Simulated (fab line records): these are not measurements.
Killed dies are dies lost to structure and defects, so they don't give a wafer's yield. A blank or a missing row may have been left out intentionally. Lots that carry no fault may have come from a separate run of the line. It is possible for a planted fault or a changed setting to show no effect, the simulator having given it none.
Chamber matching / flow n5Finfet / N5_BEOL_M3_DEP_57 on pecvd-03: 3 sister chambers
The step deposits SiCN from 3MS/NH3, target thk 8 nm, time 14 s. 3 wafers are shown with their chamber, then 8 later ones without.

== WAFERS PAIRED WITH THEIR CHAMBERS ==
wafer=L090.3; chamber=0; showerheadVppV (V)=996
wafer=L090.4; chamber=2; showerheadVppV (V)=841
wafer=L088.1; chamber=1; showerheadVppV (V)=860

== WAFERS MISSING THEIR CHAMBER ==
wafer=L088.2; showerheadVppV (V)=839
wafer=L088.5; showerheadVppV (V)=970
wafer=L093.1; showerheadVppV (V)=845
wafer=L093.4; showerheadVppV (V)=977
wafer=L093.5; showerheadVppV (V)=858
wafer=L094.1; showerheadVppV (V)=827
wafer=L094.5; showerheadVppV (V)=828
wafer=L094.6; showerheadVppV (V)=982

== CHAMBER TAKEN BY EACH ==
wafer=L088.2; from the rows above=can't be placed: 2 or 1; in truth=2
wafer=L088.5; from the rows above=0; in truth=0
wafer=L093.1; from the rows above=can't be placed: 2 or 1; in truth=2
wafer=L093.4; from the rows above=0; in truth=0
wafer=L093.5; from the rows above=can't be placed: 1 or 2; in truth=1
wafer=L094.1; from the rows above=can't be placed: 2 or 1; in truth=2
wafer=L094.5; from the rows above=can't be placed: 2 or 1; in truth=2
wafer=L094.6; from the rows above=0; in truth=0
3 of 8 placed correctly. Can't be placed from these rows: 5 (the true chamber is among the candidates in 5). Number placed wrongly: 0.
How it was worked out, from the rows above alone: a wafer's distance from a chamber is the root of the sum, over the readings, of the square of ((its reading less the chamber's mean) divided by the reading's scatter). If the next closest chamber is less than 2 further off than the closest, the wafer can't be placed; otherwise it belongs to the closest. For every chamber, the mean is computed from those of its wafers that are shown. The scatter (one wafer shown for each chamber): square how far every hidden wafer sits from the nearest shown wafer, average those squares and take the square root.
